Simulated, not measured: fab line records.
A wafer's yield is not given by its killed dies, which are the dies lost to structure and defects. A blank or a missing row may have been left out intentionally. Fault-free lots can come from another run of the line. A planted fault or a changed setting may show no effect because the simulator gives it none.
The tool behind it: which one? || flow n5-finfet || Sampling: 12 lots, 36 wafers, 2 of 1938 route steps

== WHAT EACH GAUGE READ, for each wafer ==
N5_DUMMY_GATE_CD_MEAS_24 targets a cd of 15 nm.
{"lot": "L075", "measured": "day 3 07:14", "on": "cd-sem-03", "cd-nm (nm)": "15.2 14.2 14.2"}
{"lot": "L077", "measured": "day 3 16:16", "on": "cd-sem-03", "cd-nm (nm)": "15.8 15.0 15.2"}
{"lot": "L079", "measured": "day 4 06:47", "on": "cd-sem-01", "cd-nm (nm)": "15.3 15.0 15.7"}
{"lot": "L081", "measured": "day 4 17:08", "on": "cd-sem-02", "cd-nm (nm)": "14.5 14.2 14.7"}
{"lot": "L083", "measured": "day 5 07:37", "on": "cd-sem-03", "cd-nm (nm)": "15.1 14.9 14.6"}
{"lot": "L085", "measured": "day 5 20:49", "on": "cd-sem-02", "cd-nm (nm)": "15.3 14.9 15.5"}
{"lot": "L087", "measured": "day 6 06:46", "on": "cd-sem-01", "cd-nm (nm)": "14.8 15.0 14.3"}
{"lot": "L089", "measured": "day 6 18:15", "on": "cd-sem-03", "cd-nm (nm)": "14.8 14.9 15.3"}
{"lot": "L091", "measured": "day 7 05:05", "on": "cd-sem-02", "cd-nm (nm)": "15.0 15.2 14.6"}
{"lot": "L093", "measured": "day 7 18:28", "on": "cd-sem-01", "cd-nm (nm)": "14.7 15.5 14.7"}
{"lot": "L095", "measured": "day 8 05:45", "on": "cd-sem-02", "cd-nm (nm)": "14.5 15.5 15.0"}
{"lot": "L097", "measured": "day 8 18:38", "on": "cd-sem-01", "cd-nm (nm)": "14.7 14.7 14.4"}

== TOOL THAT RAN EACH LOT (tool first, then ch and the chambers of the sampled wafers, then the start) ==
{"lot": "L075", "N5_DUMMY_GATE_DESCUM_20": "rie-diel-02 ch 2,3, day 3 06:22"}
{"lot": "L077", "N5_DUMMY_GATE_DESCUM_20": "rie-diel-03 ch 0,2, day 3 15:10"}
{"lot": "L079", "N5_DUMMY_GATE_DESCUM_20": "rie-diel-03 ch 0,1, day 4 05:55"}
{"lot": "L081", "N5_DUMMY_GATE_DESCUM_20": "rie-diel-02 ch 0,2, day 4 16:16"}
{"lot": "L083", "N5_DUMMY_GATE_DESCUM_20": "rie-diel-03 ch 0,1,2, day 5 06:45"}
{"lot": "L085", "N5_DUMMY_GATE_DESCUM_20": "rie-diel-03 ch 0,1,3, day 5 19:46"}
{"lot": "L087", "N5_DUMMY_GATE_DESCUM_20": "rie-diel-02 ch 2,3, day 6 05:53"}
{"lot": "L089", "N5_DUMMY_GATE_DESCUM_20": "rie-diel-04 ch 0,1,3, day 6 17:23"}
{"lot": "L091", "N5_DUMMY_GATE_DESCUM_20": "rie-diel-03 ch 0,1, day 7 04:13"}
{"lot": "L093", "N5_DUMMY_GATE_DESCUM_20": "rie-diel-04 ch 1,2,3, day 7 17:35"}
{"lot": "L095", "N5_DUMMY_GATE_DESCUM_20": "rie-diel-03 ch 0,1,3, day 8 04:46"}
{"lot": "L097", "N5_DUMMY_GATE_DESCUM_20": "rie-diel-03 ch 0,1,2, day 8 17:45"}
- N5_DUMMY_GATE_DESCUM_20: chemistry O2, time 6.2 s.

== THE ANSWER, worked out from the rows above alone ==
Rule: usual is defined by the lots themselves. The widest of any qualifying gaps counts: lots, ordered by their means at a reading, are off when they make up no more than a third of the lots, leave a main group of 4 or more, and stand apart from it by 3 or more times the standard deviation of that group's means. A main group whose means are all the same, to the digits that the tables above print for the reading, isn't used. A lot without any number at a reading at which 4 lots or more have one is off too. Any other lot the step has rows for is counted as sound.
No lot is off on any of the readings shown, so nothing can be concluded from this.

== WHAT THE SIMULATOR HAD INSERTED ==
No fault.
